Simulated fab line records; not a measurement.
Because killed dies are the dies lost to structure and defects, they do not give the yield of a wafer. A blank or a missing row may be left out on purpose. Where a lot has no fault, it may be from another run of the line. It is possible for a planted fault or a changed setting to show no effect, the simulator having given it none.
The tool behind it: which one? -- flow nand-harc -- 34 wafers from 12 lots sampled at 6 of the route's 1302 steps

WHAT THE GAUGES SHOWED, per wafer
NHARC_A_BONDPAD_THK_MEAS_20: measures by xrf. Usual: thk-nm at 169.3 nm, with a standard deviation of 1.6.
lot,measured,on,thk-nm (nm),flag
L311,day 24 14:53,film-metro-02,168.9 169.5 168.0,
L312,day 26 00:37,film-metro-02,167.6 168.9 168.1,
L314,day 26 03:34,film-metro-02,169.3 169.2 165.8,
L316,day 26 23:00,film-metro-01,168.0 169.1 172.3,
L318,day 27 12:50,film-metro-01,30.3 31.2 31.8,OFF
L317,day 27 17:28,film-metro-02,30.9,OFF
L319,day 28 01:14,film-metro-02,30.4 29.4 28.4,OFF
L321,day 28 14:53,film-metro-02,170.0 172.4 169.6,
L322,day 29 11:29,film-metro-01,169.5 167.7 170.1,
L324,day 30 20:50,film-metro-01,170.9 171.6 167.3,
L327,day 31 10:25,film-metro-01,169.2 168.8 168.8,
L328,day 32 06:01,film-metro-02,167.6 172.4 172.1,

NHARC_END_SORT_01. Usual: defect-limited-yield 90.6 % (standard deviation 2.9); killed-at-array 59 (standard deviation 20); killed-at-other 0.8 (standard deviation 1.2); killed-at-periphery 3.5 (standard deviation 2.2); killed-dies 63 (standard deviation 20); killed-open 3.3 (standard deviation 1.8); killed-short 2.6 (standard deviation 1.7).
lot,measured,on,defect-limited-yield (%),killed-at-array,killed-at-other,killed-at-periphery,killed-dies,killed-open,killed-short,flag
L318,day 28 16:50,prober-01,0 0 0,670 672 673,0 1 0,7 4 4,677 677 677,3 0 1,1 1 1,OFF
L321,day 29 21:09,prober-02,89.5 89.8 90.4,66 65 60,1 1 0,4 3 5,71 69 65,5 2 3,3 3 4,

WHICH TOOL RAN EACH LOT (tool, then ch and the chambers of the sampled wafers, then the start)
lot,NHARC_A_BONDPAD_ETCH_12,NHARC_A_BONDPAD_ETCH_24,NHARC_A_BONDPAD_PRE_CLEAN_26,NHARC_A_BONDPAD_ECD_18
L311,"rie-diel-10 ch 0,1,3, day 24 13:50 or earlier","rie-diel-12 ch 1,2,3, day 24 13:50 or earlier","pvd-sputter-01, day 24 13:50 or earlier","ecd-cu-02 ch 0,1, day 24 13:50"
L312,"rie-diel-09 ch 1,2,3, day 25 23:35 or earlier","rie-diel-12 ch 0,1,3, day 25 23:35 or earlier","pvd-sputter-02, day 25 23:35 or earlier","ecd-cu-01 ch 0,1, day 25 23:35"
L314,"rie-diel-12 ch 0,1,2, day 26 01:46 or earlier","rie-diel-12 ch 0,1,2, day 26 01:46","pvd-sputter-02, day 26 02:36 or earlier","ecd-cu-01 ch 0,1, day 26 02:36"
L316,"rie-diel-10 ch 0,1,3, day 26 22:00 or earlier","rie-diel-10 ch 1,3, day 26 22:00 or earlier","pvd-sputter-01, day 26 22:00 or earlier","ecd-cu-01 ch 0,1, day 26 22:00"
L318,"rie-diel-10 ch 0,2,3, day 27 11:50 or earlier","rie-diel-12 ch 0,1, day 27 11:50 or earlier","pvd-sputter-02, day 27 11:50 or earlier","ecd-cu-01 ch 0,1, day 27 11:50"
L317,"rie-diel-09 ch 1, day 27 16:34 or earlier","rie-diel-12 ch 3, day 27 16:34 or earlier","pvd-sputter-01, day 27 16:34 or earlier","ecd-cu-02 ch 0, day 27 16:34"
L319,"rie-diel-10 ch 1,2, day 28 00:11 or earlier","rie-diel-12 ch 0,1,3, day 28 00:11 or earlier","pvd-sputter-01, day 28 00:11 or earlier","ecd-cu-01 ch 0, day 28 00:11"
L321,"rie-diel-10 ch 0,3, day 28 13:53 or earlier","rie-diel-09 ch 0,1,3, day 28 13:53 or earlier","pvd-sputter-01, day 28 13:53 or earlier","ecd-cu-02 ch 0,1, day 28 13:53"
L322,"rie-diel-10 ch 0,1,2, day 29 10:29 or earlier","rie-diel-10 ch 0,1,2, day 29 10:29 or earlier","pvd-sputter-03, day 29 10:29 or earlier","ecd-cu-01 ch 0,1, day 29 10:29"
L324,"rie-diel-12 ch 1,2,3, day 30 19:50 or earlier","rie-diel-12 ch 0,2,3, day 30 19:50 or earlier","pvd-sputter-01, day 30 19:50 or earlier","ecd-cu-01 ch 0,1, day 30 19:50"
L327,"rie-diel-12 ch 0,1,2, day 31 09:25 or earlier","rie-diel-10 ch 1,2, day 31 09:25 or earlier","pvd-sputter-02, day 31 09:25 or earlier","ecd-cu-02 ch 0, day 31 09:25"
L328,"rie-diel-10 ch 1,2, day 32 05:01 or earlier","rie-diel-10 ch 0,1,2, day 32 05:01 or earlier","pvd-sputter-01, day 32 05:01 or earlier","ecd-cu-02 ch 0,1, day 32 05:01"
- NHARC_A_BONDPAD_ETCH_12: etches the open film in CHF3/O2, target depth 220 nm, time 110 s.
- NHARC_A_BONDPAD_ETCH_24: etches the open film in CF4/N2, target depth 30 nm, time 72.99 s.
- NHARC_A_BONDPAD_PRE_CLEAN_26: time 30 s.
- NHARC_A_BONDPAD_ECD_18: material Cu, target thk 400 nm.

WHAT THE TOOLS THEMSELVES READ (means of the sampled wafers that have a number; where no wafer has one, the mark that the record gives instead)
NHARC_A_BONDPAD_ETCH_12. Usual: bias-w 199.9 W (standard deviation 0.63); drypump-motor-current-A 5.6 A (standard deviation 0.61); o2-flow-sccm 10.01 sccm (standard deviation 0.032); oes-product-au 0.941 a.u. (standard deviation 0.021); rf-vpp-V 369.9 V (standard deviation 1.9); showerhead-plenum-p-Torr 2.37 Torr (standard deviation 0.077); throttle-valve-pct 20.572 % (standard deviation 0.0091).
lot,tool,bias-w (W),drypump-motor-current-A (A),o2-flow-sccm (sccm),oes-product-au (a.u.),rf-vpp-V (V),showerhead-plenum-p-Torr (Torr),throttle-valve-pct (%),flag
L311,rie-diel-10,199.8,5.1,9.99,0.958,370.2,2.37,20.576,
L312,rie-diel-09,200.0,5.9,10.03,0.929,370.7,2.42,20.579,
L314,rie-diel-12,199.4,6.3,10.02,0.965,369.6,2.35,20.567,
L316,rie-diel-10,199.6,5.1,10.02,0.965,370.3,2.37,20.573,
L318,rie-diel-10,199.9,5.3,10.00,0.947,372.0,2.41,20.564,
L317,rie-diel-09,200.7,5.6,9.98,0.918,371.8,2.51,20.569,
L319,rie-diel-10,199.9,5.0,10.02,0.964,368.3,2.32,20.573,
L321,rie-diel-10,200.1,5.1,9.99,0.950,371.3,2.40,20.572,
L322,rie-diel-10,199.6,5.3,9.99,0.921,370.5,2.38,20.572,
L324,rie-diel-12,200.3,6.0,9.97,0.926,368.8,2.32,20.562,
L327,rie-diel-12,199.8,6.3,9.98,0.924,369.1,2.34,20.578,
L328,rie-diel-10,200.1,5.0,10.02,0.942,368.1,2.32,20.575,

NHARC_A_BONDPAD_ETCH_24. Usual: bias-w 100.1 W, standard deviation 0.32; drypump-motor-current-A 5.9 A, standard deviation 0.64; oes-product-au 1.001 a.u., standard deviation 0.01; rf-vpp-V 313.4 V, standard deviation 1.5; showerhead-plenum-p-Torr 2.57 Torr, standard deviation 0.078; throttle-valve-pct 19.794 %, standard deviation 0.0096.
lot,tool,bias-w (W),drypump-motor-current-A (A),oes-product-au (a.u.),rf-vpp-V (V),showerhead-plenum-p-Torr (Torr),throttle-valve-pct (%),flag
L311,rie-diel-12,100.0,6.0,1.007,312.2,2.55,19.801,
L312,rie-diel-12,99.9,6.4,1.004,312.2,2.53,19.790,
L314,rie-diel-12,100.2,6.3,1.003,313.2,2.58,19.795,
L316,rie-diel-10,100.2,4.9,1.001,311.9,2.55,19.792,
L318,rie-diel-12,100.2,6.7,0.992,312.4,2.55,19.796,
L317,rie-diel-12,99.8,5.8,1.003,311.7,2.50,19.800,
L319,rie-diel-12,100.0,6.4,0.995,314.0,2.52,19.789,
L321,rie-diel-09,100.0,6.0,1.003,313.7,2.63,19.793,
L322,rie-diel-10,100.0,5.4,0.988,313.5,2.61,19.802,
L324,rie-diel-12,100.0,6.0,1.004,313.2,2.57,19.785,
L327,rie-diel-10,99.9,5.2,0.983,312.8,2.58,19.800,
L328,rie-diel-10,100.2,5.4,0.996,314.3,2.61,19.806,

NHARC_A_BONDPAD_PRE_CLEAN_26. Usual: heater-power-w at 412 W, with a standard deviation of 39.
lot,tool,heater-power-w (W),flag
L311,pvd-sputter-01,413,
L312,pvd-sputter-02,405,
L314,pvd-sputter-02,408,
L316,pvd-sputter-01,402,
L318,pvd-sputter-02,410,
L317,pvd-sputter-01,454,
L319,pvd-sputter-01,450,
L321,pvd-sputter-01,428,
L322,pvd-sputter-03,439,
L324,pvd-sputter-01,371,
L327,pvd-sputter-02,438,
L328,pvd-sputter-01,386,

NHARC_A_BONDPAD_ECD_18. Usual: bath-heat-duty-pct 6.4 %, standard deviation 0.67; bath-temp-c 24.99 C, standard deviation 0.11.
lot,tool,bath-heat-duty-pct (%),bath-temp-c (C),flag
L311,ecd-cu-02,6.7,24.83,
L312,ecd-cu-01,5.7,25.06,
L314,ecd-cu-01,5.9,25.10,
L316,ecd-cu-01,5.7,24.94,
L318,ecd-cu-01,-,-,OFF
L317,ecd-cu-02,-,-,OFF
L319,ecd-cu-01,-,-,OFF
L321,ecd-cu-02,7.1,25.08,
L322,ecd-cu-01,5.8,25.02,
L324,ecd-cu-01,6.2,25.14,
L327,ecd-cu-02,7.1,24.84,
L328,ecd-cu-02,6.4,24.99,

THE ANSWER, worked out from the rows above alone
Rule: take the mean of a lot's wafers that have a number; if it is more than 3 standard deviations from the usual mean, the lot is off. A lot without any number at a reading at which 4 lots or more have one is off too. All remaining lots with rows at the step are treated as sound. First the gauges in route order, then the tools' own readings, where a lot's mean is used as printed above. At the first step where some lot is off, the reading lying furthest off is the one used; lots without a number count as furthest.
Off, at NHARC_A_BONDPAD_THK_MEAS_20 on thk-nm: L318, L317, L319.
If a tool, at a process step before that reading, ran all the lots that are off and no sound lot after the first of them, it fits. The gauges at NHARC_A_BONDPAD_THK_MEAS_20 aren't tried: what is off there is off at NHARC_A_BONDPAD_ECD_18 too, on other tools, and a gauge's error can't cause that. NHARC_A_BONDPAD_ETCH_12 gives no start for some lots, so the hours and the order of its lots are those of NHARC_A_BONDPAD_ECD_18. NHARC_A_BONDPAD_ETCH_24 gives no start for some lots, so the hours and the order of its lots are those of NHARC_A_BONDPAD_ECD_18. NHARC_A_BONDPAD_PRE_CLEAN_26 gives no start for some lots, so the hours and the order of its lots are those of NHARC_A_BONDPAD_ECD_18. No candidate that was tried fits.

WHAT THE SIMULATOR HAD PUT IN
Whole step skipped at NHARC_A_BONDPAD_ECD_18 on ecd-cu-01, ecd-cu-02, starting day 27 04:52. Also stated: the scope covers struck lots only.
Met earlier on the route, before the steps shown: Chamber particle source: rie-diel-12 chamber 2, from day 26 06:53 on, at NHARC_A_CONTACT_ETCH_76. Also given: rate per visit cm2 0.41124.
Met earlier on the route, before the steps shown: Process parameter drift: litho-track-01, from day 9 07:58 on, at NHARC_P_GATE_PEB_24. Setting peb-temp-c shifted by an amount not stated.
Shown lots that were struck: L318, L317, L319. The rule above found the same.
